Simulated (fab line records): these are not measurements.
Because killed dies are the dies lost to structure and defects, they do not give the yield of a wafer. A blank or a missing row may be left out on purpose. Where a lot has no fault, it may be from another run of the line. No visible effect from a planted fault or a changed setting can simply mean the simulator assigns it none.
The tool behind it: which one? :: flow n5-finfet :: 12 lots, 36 wafers sampled, at 2 steps of a route of 1938

== WHAT THE GAUGES READ, wafer by wafer ==
N5_BEOL_M3_CD_MEAS_35: target cd 18 nm, target cd y 21 nm.
lot: L075
measured: day 7 06:35
on: cd-sem-01
cd-nm (nm): 18.1 18.4 18.5

lot: L079
measured: day 8 17:35
on: cd-sem-01
cd-nm (nm): 17.9 18.2 17.5

lot: L080
measured: day 8 18:03
on: cd-sem-01
cd-nm (nm): 18.2 18.2 18.1

lot: L081
measured: day 9 00:23
on: cd-sem-03
cd-nm (nm): 18.0 18.1 17.6

lot: L083
measured: day 9 06:41
on: cd-sem-01
cd-nm (nm): 18.2 18.0 17.4

lot: L085
measured: day 10 10:45
on: cd-sem-02
cd-nm (nm): 18.3 18.2 18.0

lot: L087
measured: day 10 22:22
on: cd-sem-02
cd-nm (nm): 18.0 18.5 18.7

lot: L089
measured: day 11 17:14
on: cd-sem-03
cd-nm (nm): 18.3 18.0 18.0

lot: L090
measured: day 11 22:34
on: cd-sem-01
cd-nm (nm): 18.2 17.8 17.6

lot: L093
measured: day 12 01:56
on: cd-sem-02
cd-nm (nm): 18.2 18.1 17.8

lot: L095
measured: day 12 15:54
on: cd-sem-01
cd-nm (nm): 17.7 18.3 17.8

lot: L096
measured: day 13 12:45
on: cd-sem-02
cd-nm (nm): 17.3 18.2 18.4

== WHAT TOOL EACH LOT RAN ON (gives the tool, then ch and the chambers of the sampled wafers, and finally the start) ==
lot: L075
N5_BEOL_M3_STRIP_36: rie-diel-01 ch 0,1, day 7 06:14

lot: L079
N5_BEOL_M3_STRIP_36: rie-diel-05 ch 0,3, day 8 17:14

lot: L080
N5_BEOL_M3_STRIP_36: rie-diel-01 ch 0,2,3, day 8 17:42

lot: L081
N5_BEOL_M3_STRIP_36: rie-diel-06 ch 0,2,3, day 9 00:02

lot: L083
N5_BEOL_M3_STRIP_36: rie-diel-06 ch 0,1, day 9 06:21

lot: L085
N5_BEOL_M3_STRIP_36: rie-diel-06 ch 1,2, day 10 10:25

lot: L087
N5_BEOL_M3_STRIP_36: rie-diel-01 ch 1,3, day 10 22:02

lot: L089
N5_BEOL_M3_STRIP_36: rie-diel-05 ch 0,1,2, day 11 16:53

lot: L090
N5_BEOL_M3_STRIP_36: rie-diel-06 ch 0,2,3, day 11 22:11

lot: L093
N5_BEOL_M3_STRIP_36: rie-diel-01 ch 1,2,3, day 12 01:35

lot: L095
N5_BEOL_M3_STRIP_36: rie-diel-01 ch 1,2,3, day 12 15:34

lot: L096
N5_BEOL_M3_STRIP_36: rie-diel-01 ch 0,3, day 13 12:18
- N5_BEOL_M3_STRIP_36: strips in N2/H2.

== THE ANSWER, worked out from the rows above alone ==
Rule: usual is defined by the lots themselves. Put in order of their means at a reading, lots are off if they are a third of the lots or fewer, leave a main group of 4 or more, and stand apart from it by a gap of 3 or more times the standard deviation of the main group's means; of several such gaps the widest counts. If all means in a main group match to the digits the tables above print for the reading, that group is not used. Also off: a lot with no number at a reading for which 4 or more lots have one. All remaining lots with rows at the step are treated as sound.
None of the lots is off at any reading shown; this tells nothing.

== WHAT THE SIMULATOR HAD PUT IN ==
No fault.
